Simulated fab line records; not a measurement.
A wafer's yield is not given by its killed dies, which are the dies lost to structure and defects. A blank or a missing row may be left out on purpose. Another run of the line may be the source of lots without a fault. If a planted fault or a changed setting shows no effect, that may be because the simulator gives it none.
Chamber matching	flow n5Finfet	4 sister chambers for N5_BEOL_M2_VIA_ETCH_34 on rieDiel-06
The step etches the open film in C4F6/O2, target depth 69.4 nm, time 65.9 s. 8 wafers are shown with their chamber, then 7 later ones without.

== WAFERS, EACH WITH ITS CHAMBER ==
wafer	chamber	drypumpMotorCurrentA (A)	throttleValvePct (%)
L074.5	1	5.8	31.1
L075.6	0	5.8	30.8
L079.4	2	6.8	31.3
L079.6	2	6.8	31.3
L080.1	1	5.7	31.2
L080.5	3	5.4	30.7
L086.1	0	5.8	30.8
L086.3	3	5.4	30.7

== WAFERS WITH NO CHAMBER GIVEN ==
wafer	drypumpMotorCurrentA (A)	throttleValvePct (%)
L086.4	6.8	31.3
L088.1	5.7	31.2
L088.2	6.8	31.3
L088.3	5.4	30.7
L095.3	5.8	30.8
L095.5	5.4	30.7
L095.6	5.8	30.8

== THE CHAMBER EACH PASSED THROUGH ==
wafer	from the rows above	in truth
L086.4	2	2
L088.1	1	1
L088.2	2	2
L088.3	3	3
L095.3	0	0
L095.5	3	3
L095.6	0	0
7 of 7 placed correctly. Can't be placed from these rows: 0. Number placed wrongly: 0.
How it was worked out, from the rows above alone: a wafer's distance from a chamber is the root of the sum, over the readings, of the square of ((its reading less the chamber's mean) divided by the reading's scatter). If the next closest chamber is less than 2 further off than the closest, the wafer can't be placed; otherwise it belongs to the closest. For every chamber, the mean is computed from those of its wafers that are shown. The scatter is the square root of a quotient: the sum, over the shown wafers, of each reading's squared deviation from its chamber's mean, divided by wafers minus chambers.
